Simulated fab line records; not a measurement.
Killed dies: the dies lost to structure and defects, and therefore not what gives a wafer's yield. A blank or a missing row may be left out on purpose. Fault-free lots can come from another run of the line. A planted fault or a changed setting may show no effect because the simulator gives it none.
A lot that was struck, set against a sound lot    flow nand-harc    15 steps out of a route of 1159
Sound: the wafers L611.2, L611.3, L611.4. Wafers L620.1, L620.2, L620.3 were the ones struck. At the end, the cause is stated.
Order at every step that has rows: each side's tool, ch and its chambers, its first start. Under that, the readings that differ: sound wafers    struck wafers    difference of the means    sigmas: that difference in standard deviations of wafers without a fault.
alike: words and numbers the same on both sides, and readings whose means are apart by under 2 such deviations; not compared: readings that were withheld, readings missing a value for some wafer, numbers with overlapping values and no deviation given by the record, and bounds like >300 which may hide the same value.
A row with sigmas, a row that says differs or no value, or rows on one side alone: a step with any of these is where the two part. Numbers that don't overlap but have no deviation are shown without sigmas and don't part them. A reading missing from all wafers of one side parts the sides only when that side holds two or more wafers.

first, 4 steps without rows for these wafers: NHARC_A_BLC_EBR_06; NHARC_A_BLC_EXPOSE_07 (exposes mask A BLC, target cd 100 nm); NHARC_A_BLC_PEB_08 (peb time 65 s); NHARC_A_BLC_DEVELOP_09 (develop time 35 s).
NHARC_A_BLC_CD_MEAS_10: the cd target is 100 nm.
  sound on cd-sem-03 ch 0, day 19 07:35; struck on cd-sem-03 ch 0, day 21 16:04
  alike: cd-nm
NHARC_A_BLC_OVL_MEAS_11:
  sound: overlay-01 at day 19 07:40; struck: overlay-02 at day 21 16:09
reading            sound           struck       difference  sigmas
overlay-y-nm (nm)  -1.5 -1.2 -1.7  0.5 1.2 0.9  +2.3        +3
  alike: overlay-x-nm
NHARC_A_BLC_INSPECT_12:
  sound: defect-inspect-02 at day 19 07:42; struck: defect-inspect-02 at day 21 16:11
  alike: raw-defect-count
NHARC_A_BLC_DESCUM_15: chemistry O2, time 3 s.
  sound on rie-diel-12 ch 0,2,3, day 19 07:46; struck on rie-diel-12 ch 0,1,2, day 21 16:15
reading                 sound  struck   difference  sigmas
rf-hours-counter-h (h)  5 5 5  9 11 11  +5          
  alike: drypump-motor-current-A, oes-product-au, rf-vpp-V, showerhead-plenum-p-Torr, throttle-valve-pct
NHARC_A_BLC_ETCH_16: etches the open film in CF4, target depth 39 nm, time 65 s.
  sound on rie-diel-12 ch 0,1,3, day 19 07:51; struck on rie-diel-12 ch 0,1,3, day 21 16:20
reading                 sound  struck   difference  sigmas
rf-hours-counter-h (h)  5 5 5  9 11 10  +5          
  alike: drypump-motor-current-A, oes-product-au, rf-vpp-V, showerhead-plenum-p-Torr, throttle-valve-pct
NHARC_A_BLC_ETCH_17: etches the open film in N2/H2, target depth 390 nm, time 609.38 s.
  sound on rie-diel-12 ch 0,2,3; struck on rie-diel-12 ch 0,1,3
reading                 sound  struck   difference  sigmas
rf-hours-counter-h (h)  5 5 5  11 10 9  +5          
  alike: drypump-motor-current-A, h2-flow-sccm, oes-product-au, rf-vpp-V, showerhead-plenum-p-Torr, throttle-valve-pct
NHARC_A_BLC_ETCH_18: etches the open film in C4F8/O2/Ar, target depth 910 nm.
  sound on rie-diel-12 ch 1,2,3; struck on rie-diel-12 ch 1,2,3
reading                 sound              struck             difference  sigmas
oes-product-au (a.u.)   0.936 0.930 0.929  0.967 0.988 0.975  +0.045      +2
rf-hours-counter-h (h)  5 5 5              11 12 10           +6          
  alike: rf-vpp-V
NHARC_A_BLC_CD_MEAS_19:
  sound: cd-sem-01 at day 19 08:44; struck: cd-sem-01 at day 21 17:13
  alike: cd-nm
NHARC_A_BLC_STRIP_29: strips in CF4.
  sound on rie-diel-01 ch 0,1,2, day 19 08:49; struck on rie-diel-01 ch 1,2,3, day 21 17:17
  no value came back on the struck wafers for any of 8 readings (bias-w (W), cf4-flow-sccm (sccm) and others); on the sound wafers bias-w (W) reads 0 0 0
NHARC_A_BLC_STRIP_21: strips in O2.
  sound on rie-diel-01 ch 0,1,3, day 19 08:55; struck on rie-diel-01 ch 1,2,3, day 21 17:23
reading                 sound     struck    difference  sigmas
rf-hours-counter-h (h)  13 13 13  20 18 20  +6          
  alike: chamber-pressure-mTorr, drypump-motor-current-A, oes-product-au, rf-vpp-V, showerhead-plenum-p-Torr, throttle-valve-pct
NHARC_END_SORT_01:
  the record has rows for the sound wafers here (prober-02 ch 0, day 21 03:28) and none for the struck ones

== WHERE THEY PART ==
First at NHARC_A_BLC_OVL_MEAS_11; last, within this record, at NHARC_END_SORT_01.

WHY: what the simulator had put in
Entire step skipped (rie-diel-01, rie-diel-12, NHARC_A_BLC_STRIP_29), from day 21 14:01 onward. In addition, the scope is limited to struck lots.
